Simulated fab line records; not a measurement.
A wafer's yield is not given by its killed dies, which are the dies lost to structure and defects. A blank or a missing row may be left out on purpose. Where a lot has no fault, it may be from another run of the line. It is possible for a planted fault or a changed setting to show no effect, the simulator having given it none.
fab line records	flow n5_finfet	part 1 of 2: steps 1 to 21 of 33
record: lots: 5	wafers: 15	last_day: 16
route steps=1938 shown BEOL_M2@843
lots that met no fault: taken from a fault-free run of the same line
start_h: hours from the record's first day to the start of the lot's first wafer shown	wait_h: time in hours since the lot's previous step	" the same as in the row above	L1.1+2: a row that stands for several wafers	- either no value or no given start	* or withheld: withheld	< > ~ a bound
route shown NAME@n: a module of which the file shows steps, and the number in the route of the first	usual: mean/standard deviation taken from wafers without a fault	same: alike in all rows	chamber/n: place in a boat	sites: each site's reading	_std_site: standard deviation across them	_edge_site: mean of outer sites minus mean of inner sites	radius_mm: how far each site lies from the wafer's centre	mask NAME#n: copy n	behind: tool/chamber where the wafer was last shaped	hold: why the lot was held/for how many hours/how that ended	device: the n, p or np transistor that did not switch	end of line: at the end of the route, the tests of the same wafers	a step with no rows: only its recipe	killed: count of dies lost to structure and defects at first sort (not the wafer's yield)	map: the dies of a wafer, with x for killed, . for not killed, _ for no die there
set.NAME: the setting that was run; set.NAME@STEP: the one run at that earlier step	model.NAME: the simulator's own value behind a step, which no gauge read
lots at selected steps of the route; one table per step, one row per wafer
services: from which hour (start_h, from the record's first day; less than 0 if before it) a tool's chamber was out of use, for how many hours, and why
== steps ==
step: N5_BEOL_M2_PECVD_72
recipe: material: SiO2	target_thk_a: 160	temp_c: 400	precursor: TEOS/O2	pressure_torr: 5.5	rf_w: 450	teos_flow_sccm: 53.8	gas: O2	flow_sccm: 3000	time_s: 18
usual: heater_power_w: 699/57	showerhead_plenum_p_Torr: 8.80/0.069	susceptor_temp_C: 400.02/0.21	throttle_valve_pct: 21.6/0.85
lot.wafer	tool	chamber	start_h	wait_h	heater_power_w	showerhead_plenum_p_Torr	susceptor_temp_C	throttle_valve_pct
L076.4	pecvd-04	1	137.42	0.1	607	8.70	400.04	21.3
L076.5	"	2	"	"	808	8.76	400.00	19.9
L076.6	"	0	"	"	684	8.74	399.92	21.1
L077.1	pecvd-03	2	144.72	0.0	648	8.88	400.14	23.2
L077.2	"	1	"	"	723	8.80	399.94	21.0
L077.6	"	2	"	"	635	8.88	399.61	23.1
L080.1	pecvd-03	0	169.37	0.0	758	8.90	400.39	22.2
L080.5	"	0	"	"	759	8.89	400.60	22.1
L080.6	"	1	"	"	714	8.84	399.85	21.1
L081.2	pecvd-04	2	173.15	0.0	838	8.75	400.05	19.8
L081.4	"	0	"	"	688	8.74	399.80	21.0
L081.5	"	1	"	"	757	8.68	400.05	21.6
L089.1	pecvd-04	2	219.93	0.0	756	8.77	399.89	20.1
L089.3	"	0	"	"	719	8.76	400.03	21.4
L089.4	"	2	"	"	759	8.77	400.00	20.1
step: N5_BEOL_M2_HM_DEP_02
recipe: material: TiN	target_thk_a: 200	temp_c: 25	chamber_pressure_pa: 0.49996
usual: susceptor_temp_C: 24.98/0.1	throttle_valve_pct: 29.5/0.94
lot.wafer	tool	chamber	start_h	wait_h	susceptor_temp_C	throttle_valve_pct
L076.4	pvd_sputter-01	-	137.85	0.4	24.91	28.7
L076.5	"	-	"	"	25.05	28.9
L076.6	"	-	"	"	24.85	29.8
L077.1	pvd_sputter-02	-	145.77	1.0	24.96	30.0
L077.2	"	-	"	"	25.12	30.0
L077.6	"	-	"	"	24.93	30.2
L080.1	pvd_sputter-02	-	169.43	0.0	24.81	31.7
L080.5	"	-	"	"	24.93	30.2
L080.6	"	-	"	"	24.76	32.2
L081.2	pvd_sputter-01	-	174.70	1.5	24.89	29.0
L081.4	"	-	"	"	24.87	28.8
L081.5	"	-	"	"	24.74	29.0
L089.1	pvd_sputter-02	-	221.18	1.2	25.08	28.8
L089.3	"	-	"	"	25.14	29.7
L089.4	"	-	"	"	25.01	32.0
step: N5_BEOL_M2_COAT_61
recipe: resist: SOC	temp_c: 250	time_s: 60	spin_rpm: 1500	resist_thk_nm: 60
usual: dispense_pressure_kPa: 52.4/1.8
lot.wafer	tool	chamber	start_h	wait_h	dispense_pressure_kPa
L076.4	litho_track-03	0	137.98	0.1	52.9
L076.5	"	0	"	"	52.9
L076.6	"	0	"	"	52.9
L077.1	litho_track-02	0	145.90	0.1	53.1
L077.2	"	0	"	"	53.1
L077.6	"	0	"	"	53.1
L080.1	litho_track-03	0	169.55	0.1	52.9
L080.5	"	0	"	"	52.9
L080.6	"	0	"	"	53.0
L081.2	litho_track-02	0	174.82	0.1	53.1
L081.4	"	0	"	"	53.1
L081.5	"	0	"	"	53.2
L089.1	litho_track-03	0	221.31	0.1	53.0
L089.3	"	0	"	"	53.0
L089.4	"	0	"	"	53.0
step: N5_BEOL_M2_COAT_62
recipe: resist: SiARC	temp_c: 220	time_s: 60	spin_rpm: 1500	resist_thk_nm: 12
usual: dispense_pressure_kPa: 52.4/1.8
lot.wafer	tool	chamber	start_h	wait_h	dispense_pressure_kPa
L076.4	litho_track-03	0	-	-	53.0
L076.5	"	0	"	"	53.0
L076.6	"	0	"	"	53.0
L077.1	litho_track-02	0	-	-	53.0
L077.2	"	0	"	"	53.0
L077.6	"	0	"	"	53.0
L080.1	litho_track-03	0	-	-	53.0
L080.5	"	0	"	"	53.0
L080.6	"	0	"	"	53.1
L081.2	litho_track-02	0	-	-	53.1
L081.4	"	0	"	"	53.0
L081.5	"	0	"	"	53.1
L089.1	litho_track-03	0	-	-	53.0
L089.3	"	0	"	"	53.0
L089.4	"	0	"	"	52.9
step: N5_BEOL_M2_COAT_73
recipe: resist: underlayer	temp_c: 205	time_s: 60	spin_rpm: 1500	resist_thk_nm: 5
usual: dispense_pressure_kPa: 52.3/1.8
lot.wafer	tool	chamber	start_h	wait_h	dispense_pressure_kPa
L076.4	litho_track-03	0	-	-	53.0
L076.5	"	0	"	"	53.0
L076.6	"	0	"	"	53.0
L077.1	litho_track-02	0	-	-	53.1
L077.2	"	0	"	"	53.1
L077.6	"	0	"	"	53.0
L080.1	litho_track-03	0	-	-	53.0
L080.5	"	0	"	"	53.0
L080.6	"	0	"	"	53.0
L081.2	litho_track-02	0	-	-	53.1
L081.4	"	0	"	"	53.1
L081.5	"	0	"	"	53.1
L089.1	litho_track-03	0	-	-	52.9
L089.3	"	0	"	"	52.9
L089.4	"	0	"	"	52.9
step: N5_BEOL_M2_COAT_05
recipe: resist: CAR-EUV	spin_rpm: 1500	resist_thk_nm: 30
usual: dispense_pressure_kPa: 52.4/1.8
lot.wafer	tool	chamber	start_h	wait_h	dispense_pressure_kPa
L076.4	litho_track-03	0	-	-	53.0
L076.5	"	0	"	"	53.0
L076.6	"	0	"	"	53.0
L077.1	litho_track-02	0	-	-	53.1
L077.2	"	0	"	"	53.1
L077.6	"	0	"	"	53.1
L080.1	litho_track-03	0	-	-	53.0
L080.5	"	0	"	"	53.1
L080.6	"	0	"	"	53.0
L081.2	litho_track-02	0	-	-	53.2
L081.4	"	0	"	"	53.2
L081.5	"	0	"	"	53.2
L089.1	litho_track-03	0	-	-	52.9
L089.3	"	0	"	"	52.8
L089.4	"	0	"	"	52.9
step: N5_BEOL_M2_EBR_07
recipe: solvent: PGMEA	ebr_width_mm: 1.5
lot.wafer	tool	chamber	start_h	wait_h
L076.4+5+6	litho_track-03	0	-	-
L077.1+2+6	litho_track-02	0	-	-
L080.1+5+6	litho_track-03	0	-	-
L081.2+4+5	litho_track-02	0	-	-
L089.1+3+4	litho_track-03	0	-	-
step: N5_BEOL_M2_SOFTBAKE_06
recipe: temp_c: 110	time_s: 60	resist: CAR-EUV
lot.wafer	tool	chamber	start_h	wait_h
L076.4+5+6	litho_track-03	0	-	-
L077.1+2+6	litho_track-02	0	-	-
L080.1+5+6	litho_track-03	0	-	-
L081.2+4+5	litho_track-02	0	-	-
L089.1+3+4	litho_track-03	0	-	-
step: N5_BEOL_M2_EXPOSE_08
recipe: mask_id: M2	na: 0.33	source_shape: dipole	sigma_inner: 0.369	sigma_outer: 0.767	polarization: unpolarized	dose_mj: 41.25
lot.wafer	tool	chamber	start_h	wait_h	mask
L076.4+5+6	euv_scanner-01	0	138.26	-	M2#0
L077.1+2+6	euv_scanner-01	0	146.04	-	M2#0
L080.1+5+6	euv_scanner-02	0	169.87	-	M2#0
L081.2+4+5	euv_scanner-01	0	175.09	-	M2#0
L089.1+3+4	euv_scanner-02	0	221.57	-	M2#0
step: N5_BEOL_M2_PEB_09
recipe: peb_temp_c: 100	peb_time_s: 60	resist: CAR-EUV
same: peb_time_s: 60
lot.wafer	tool	chamber	start_h	wait_h
L076.4+5+6	litho_track-03	0	138.31	0.0
L077.1+2+6	litho_track-03	0	146.10	0.1
L080.1+5+6	litho_track-03	0	169.93	0.1
L081.2+4+5	litho_track-02	0	175.15	0.1
L089.1+3+4	litho_track-03	0	221.63	0.1
step: N5_BEOL_M2_DEVELOP_10
recipe: develop_time_s: 30	developer: TMAH	resist: CAR-EUV	rinse_liquid: surfactant_rinse	dry: air_spin	dev_temp_c: 23
lot.wafer	tool	chamber	start_h	wait_h
L076.4+5+6	litho_track-03	0	-	-
L077.1+2+6	litho_track-03	0	-	-
L080.1+5+6	litho_track-03	0	-	-
L081.2+4+5	litho_track-02	0	-	-
L089.1+3+4	litho_track-03	0	-	-
step: N5_BEOL_M2_CD_MEAS_11
recipe: target_cd_nm: 16.79	landing_energy_ev: 500	detector: se_inlens	polarity: opening
usual: cd_nm: 16.81/0.25
lot.wafer	tool	chamber	start_h	wait_h	cd_nm
L076.4	cd_sem-01	0	138.38	-	16.74
L076.5	"	0	"	"	16.93
L076.6	"	0	"	"	16.46
L077.1	cd_sem-02	0	146.17	-	17.11
L077.2	"	0	"	"	16.55
L077.6	"	0	"	"	16.75
L080.1	cd_sem-02	0	170.00	-	16.59
L080.5	"	0	"	"	16.96
L080.6	"	0	"	"	17.01
L081.2	cd_sem-01	0	175.22	-	16.81
L081.4	"	0	"	"	16.90
L081.5	"	0	"	"	16.70
L089.1	cd_sem-02	0	221.70	-	16.92
L089.3	"	0	"	"	16.80
L089.4	"	0	"	"	17.21
step: N5_BEOL_M2_OVL_MEAS_12
recipe: points_per_wafer: 522
usual: M2_OVL: 0.6/0.62
lot.wafer	tool	chamber	start_h	wait_h	M2_OVL[nm]
L076.4	overlay-01	0	138.42	0.0	0.8
L076.5	"	0	"	"	0.8
L076.6	"	0	"	"	0.7
L077.1	overlay-02	0	146.20	0.0	0.1
L077.2	"	0	"	"	0.9
L077.6	"	0	"	"	1.4
L080.1	overlay-01	0	170.03	0.0	-0.1
L080.5	"	0	"	"	-0.8
L080.6	"	0	"	"	-0.8
L081.2	overlay-01	0	175.25	0.0	1.2
L081.4	"	0	"	"	0.6
L081.5	"	0	"	"	0.2
L089.1	overlay-02	0	221.73	0.0	1.8
L089.3	"	0	"	"	1.0
L089.4	"	0	"	"	1.5
step: N5_BEOL_M2_INSPECT_13
recipe: mode: adi	inspect_instrument: brightfield
usual: raw_defect_count: 400/81
lot.wafer	tool	chamber	start_h	wait_h	raw_defect_count
L076.4	defect_inspect-01	-	138.46	0.0	538
L076.5	"	-	"	"	340
L076.6	"	-	"	"	652
L077.1	defect_inspect-02	-	146.26	0.1	456
L077.2	"	-	"	"	505
L077.6	"	-	"	"	371
L080.1	defect_inspect-02	-	170.09	0.1	347
L080.5	"	-	"	"	566
L080.6	"	-	"	"	393
L081.2	defect_inspect-02	-	175.31	0.0	347
L081.4	"	-	"	"	316
L081.5	"	-	"	"	376
L089.1	defect_inspect-01	-	221.79	0.1	465
L089.3	"	-	"	"	348
L089.4	"	-	"	"	386
step: N5_BEOL_M2_DESCUM_16
recipe: chemistry: O2	time_s: 7	source_power_w: 50	bias_power_w: 20	pressure_mtorr: 20	rf_frequency_hz: 2.712e+07	temp_c: 40	resist: CAR-EUV	o2_flow_sccm: 225
usual: drypump_motor_current_A: 5.5/0.44	oes_product_au: 0.82/0.086	rf_vpp_V: 243.4/1.2	showerhead_plenum_p_Torr: 2.11/0.063	throttle_valve_pct: 20.21/0.24
lot.wafer	tool	chamber	start_h	wait_h	drypump_motor_current_A	oes_product_au	rf_hours_counter_h	rf_vpp_V	showerhead_plenum_p_Torr	throttle_valve_pct
L076.4	rie_diel-02	2	138.50	0.0	6.1	0.91	10	244.0	2.06	19.89
L076.5	"	0	"	"	6.2	0.96	-	243.5	2.02	20.31
L076.6	"	1	"	"	5.4	0.82	-	242.4	2.04	19.93
L077.1	rie_diel-02	3	146.29	0.0	6.1	0.74	185	241.5	2.07	20.51
L077.2	"	1	"	"	5.4	0.82	67	242.2	2.04	19.95
L077.6	"	1	"	"	5.4	0.82	-	243.5	2.04	19.93
L080.1	rie_diel-04	2	170.44	0.4	4.9	0.86	49	244.5	2.13	20.12
L080.5	"	1	"	"	5.2	0.91	-	246.4	2.24	20.18
L080.6	"	3	"	"	5.6	0.68	-	244.1	2.15	20.66
L081.2	rie_diel-04	2	175.45	0.1	4.9	0.86	51	243.8	2.13	20.14
L081.4	"	3	"	"	5.6	0.68	-	243.7	2.15	20.65
L081.5	"	2	"	"	5.0	0.86	-	244.7	2.13	20.15
L089.1	rie_diel-02	0	221.82	0.0	6.2	0.89	33	242.2	2.01	20.34
L089.3	"	3	"	"	6.1	0.70	213	244.0	2.06	20.55
L089.4	"	0	"	"	6.2	0.89	-	242.4	2.01	20.34
step: N5_BEOL_M2_ETCH_74
recipe: chemistry: N2/H2	target: underlayer	target_depth_a: 65	mask_material: CAR-EUV	time_s: 5.2	ion_energy_ev: 200	pressure_mtorr: 30	source_w: 840	bias_w: 150	n2_flow_sccm: 200	h2_flow_sccm: 200	ends: cleared
usual: drypump_motor_current_A: 5.5/0.44	etch_rf_on_time_s: 5.17/0.16	oes_product_au: 0.70/0.077	rf_vpp_V: 524.5/2.3	showerhead_plenum_p_Torr: 2.56/0.076	throttle_valve_pct: 17.68/0.18
lot.wafer	tool	chamber	start_h	wait_h	drypump_motor_current_A	etch_rf_on_time_s	oes_product_au	rf_hours_counter_h	rf_vpp_V	showerhead_plenum_p_Torr	throttle_valve_pct
L076.4	rie_diel-02	2	138.53	0.0	6.2	5.45	0.78	10	522.9	2.50	17.33
L076.5	"	0	"	"	6.2	4.96	0.84	-	524.1	2.48	17.83
L076.6	"	1	"	"	5.4	5.23	0.70	-	522.0	2.47	17.48
L077.1	rie_diel-02	3	146.33	0.0	6.1	5.34	0.61	185	525.0	2.50	17.87
L077.2	"	1	"	"	5.4	5.14	0.71	67	521.2	2.47	17.47
L077.6	"	1	"	"	5.4	5.11	0.71	-	521.6	2.47	17.48
L080.1	rie_diel-04	2	170.48	0.0	5.0	5.13	0.73	49	525.7	2.60	17.72
L080.5	"	1	"	"	5.2	5.26	0.77	-	529.6	2.73	17.71
L080.6	"	3	"	"	5.6	4.96	0.61	-	524.4	2.61	18.09
L081.2	rie_diel-04	2	175.50	0.0	4.9	5.17	0.71	51	524.4	2.60	17.73
L081.4	"	3	"	"	5.6	4.96	0.61	-	526.7	2.61	18.07
L081.5	"	2	"	"	5.0	5.13	0.73	-	522.9	2.60	17.74
L089.1	rie_diel-02	0	221.86	0.0	6.2	4.91	0.76	33	520.6	2.47	17.88
L089.3	"	3	"	"	6.1	5.34	0.59	213	523.1	2.49	17.94
L089.4	"	0	"	"	6.2	4.87	0.78	-	522.2	2.47	17.87
step: N5_BEOL_M2_ETCH_63
recipe: chemistry: CF4	target: SiARC	target_depth_a: 156	mask_material: CAR-EUV	time_s: 26	ion_energy_ev: 80	pressure_mtorr: 40	source_w: 545	bias_w: 36	Ar_flow_sccm: 100	cf4_flow_sccm: 100	ends: cleared
usual: cf4_flow_sccm: 100.0/0.34	drypump_motor_current_A: 5.5/0.44	etch_rf_on_time_s: 25.9/0.89	oes_product_au: 0.71/0.077	rf_vpp_V: 184.4/1.1	showerhead_plenum_p_Torr: 2.16/0.057	throttle_valve_pct: 15.43/0.26
lot.wafer	tool	chamber	start_h	wait_h	cf4_flow_sccm	drypump_motor_current_A	etch_rf_on_time_s	oes_product_au	rf_hours_counter_h	rf_vpp_V	showerhead_plenum_p_Torr	throttle_valve_pct
L076.4	rie_diel-02	2	138.55	0.0	100.6	6.2	27.6	0.77	10	185.1	2.12	15.12
L076.5	"	0	"	"	100.5	6.2	25.0	0.84	-	183.7	2.10	15.68
L076.6	"	1	"	"	100.5	5.4	26.4	0.71	-	183.3	2.07	15.09
L077.1	rie_diel-02	3	146.34	0.0	100.4	6.1	27.2	0.60	185	186.4	2.12	15.77
L077.2	"	1	"	"	100.1	5.4	26.0	0.70	67	184.0	2.07	15.09
L077.6	"	1	"	"	100.2	5.4	26.0	0.70	-	182.7	2.07	15.09
L080.1	rie_diel-04	2	170.49	0.0	99.9	5.0	25.5	0.73	49	185.6	2.17	15.18
L080.5	"	1	"	"	100.4	5.2	25.9	0.79	-	185.7	2.28	15.40
L080.6	"	3	"	"	99.9	5.6	24.4	0.62	-	185.1	2.21	15.91
L081.2	rie_diel-04	2	175.52	0.0	100.3	4.9	25.4	0.72	51	183.7	2.17	15.15
L081.4	"	3	"	"	100.0	5.6	24.6	0.61	-	185.3	2.21	15.90
L081.5	"	2	"	"	100.3	4.9	25.7	0.72	-	185.3	2.17	15.16
L089.1	rie_diel-02	0	221.87	0.0	100.0	6.2	24.7	0.77	33	183.9	2.09	15.73
L089.3	"	3	"	"	99.7	6.1	27.0	0.59	213	184.7	2.11	15.83
L089.4	"	0	"	"	100.1	6.2	24.6	0.77	-	183.3	2.09	15.73
step: N5_BEOL_M2_ETCH_64
recipe: chemistry: N2/H2	target: SOC	target_depth_a: 750	overetch_a: 225	mask_material: SiARC	temp_c: 40	time_s: 121.9	ion_energy_ev: 200	pressure_mtorr: 30	source_w: 840	bias_w: 150	n2_flow_sccm: 200	h2_flow_sccm: 200
usual: drypump_motor_current_A: 5.5/0.44	oes_product_au: 0.63/0.062	rf_vpp_V: 524.5/2.1	showerhead_plenum_p_Torr: 2.56/0.076	throttle_valve_pct: 17.64/0.18
lot.wafer	tool	chamber	start_h	wait_h	drypump_motor_current_A	oes_product_au	rf_hours_counter_h	rf_vpp_V	showerhead_plenum_p_Torr	throttle_valve_pct
L076.4	rie_diel-02	2	138.58	0.0	6.2	0.70	10	522.3	2.50	17.32
L076.5	"	0	"	"	6.2	0.73	-	523.1	2.48	17.77
L076.6	"	1	"	"	5.4	0.63	-	521.5	2.47	17.43
L077.1	rie_diel-02	3	146.37	0.0	6.1	0.55	185	524.4	2.50	17.84
L077.2	"	1	"	"	5.4	0.63	67	522.9	2.47	17.44
L077.6	"	1	"	"	5.4	0.62	-	522.5	2.47	17.44
L080.1	rie_diel-04	2	170.52	0.0	5.0	0.63	49	525.9	2.60	17.69
L080.5	"	1	"	"	5.2	0.70	-	531.1	2.73	17.64
L080.6	"	3	"	"	5.6	0.53	-	526.0	2.61	18.03
L081.2	rie_diel-04	2	175.57	0.0	5.0	0.64	51	525.0	2.60	17.70
L081.4	"	3	"	"	5.6	0.52	-	524.6	2.61	18.03
L081.5	"	2	"	"	5.0	0.64	-	525.1	2.60	17.70
L089.1	rie_diel-02	0	221.90	0.0	6.2	0.67	33	521.9	2.47	17.82
L089.3	"	3	"	"	6.1	0.53	213	522.9	2.49	17.89
L089.4	"	0	"	"	6.2	0.67	-	521.8	2.47	17.83
step: N5_BEOL_M2_STRIP_65
recipe: chemistry: N2/H2	temp_c: 40	n2_flow_sccm: 200	h2_flow_sccm: 200	rf_frequency_hz: 6e+07
lot.wafer	tool	chamber	start_h	wait_h
L076.4+5+6	rie_diel-02	2,0,1	138.69	0.1
L077.1+2+6	rie_diel-02	3,1,1	146.48	0.1
L080.1+5+6	rie_diel-04	2,1,3	170.64	0.1
L081.2+4+5	rie_diel-04	2,3,2	175.73	0.1
L089.1+3+4	rie_diel-02	0,3,0	222.01	0.1
step: N5_BEOL_M2_STRIP_75
recipe: chemistry: N2/H2	temp_c: 40	n2_flow_sccm: 200	h2_flow_sccm: 200	rf_frequency_hz: 6e+07
lot.wafer	tool	chamber	start_h	wait_h
L076.4+5+6	rie_diel-02	2,0,1	138.70	0.0
L077.1+2+6	rie_diel-02	3,1,1	146.49	0.0
L080.1+5+6	rie_diel-04	2,1,3	170.65	0.0
L081.2+4+5	rie_diel-04	2,3,2	175.75	0.0
L089.1+3+4	rie_diel-02	0,3,0	222.02	0.0
step: N5_BEOL_M2_STRIP_66
recipe: chemistry: CF4	resist: SiARC	power_w: 300	bias_power_w: 75	pressure_mtorr: 50	cf4_flow_sccm: 150	rf_frequency_hz: 6e+07
usual: cf4_flow_sccm: 150.0/0.39	drypump_motor_current_A: 5.5/0.44	oes_product_au: 0.81/0.081	rf_vpp_V: 271.5/1.2	showerhead_plenum_p_Torr: 1.81/0.045	throttle_valve_pct: 13.39/0.27
lot.wafer	tool	chamber	start_h	wait_h	cf4_flow_sccm	drypump_motor_current_A	oes_product_au	rf_hours_counter_h	rf_vpp_V	showerhead_plenum_p_Torr	throttle_valve_pct
L076.4	rie_diel-02	2	138.71	0.0	149.9	6.2	0.91	10	270.7	1.78	13.07
L076.5	"	0	"	"	150.6	6.2	0.96	-	269.5	1.77	13.64
L076.6	"	1	"	"	150.3	5.4	0.82	-	270.4	1.74	13.09
L077.1	rie_diel-02	3	146.50	0.0	149.9	6.1	0.71	185	270.9	1.76	13.68
L077.2	"	1	"	"	150.3	5.4	0.82	67	271.7	1.74	13.09
L077.6	"	1	"	"	150.3	5.4	0.81	-	268.7	1.74	13.10
L080.1	rie_diel-04	2	170.66	0.0	149.9	4.9	0.84	49	271.8	1.81	13.10
L080.5	"	1	"	"	149.9	5.1	0.90	-	274.9	1.91	13.33
L080.6	"	3	"	"	149.7	5.6	0.69	-	273.1	1.83	13.86
L081.2	rie_diel-04	2	175.76	0.0	150.6	4.9	0.83	51	270.2	1.80	13.09
L081.4	"	3	"	"	150.1	5.6	0.68	-	271.2	1.83	13.86
L081.5	"	2	"	"	150.8	5.0	0.83	-	272.6	1.80	13.11
L089.1	rie_diel-02	0	222.03	0.0	149.6	6.2	0.87	33	270.4	1.76	13.70
L089.3	"	3	"	"	151.1	6.1	0.71	213	270.3	1.75	13.74
L089.4	"	0	"	"	149.8	6.2	0.87	-	270.9	1.76	13.69
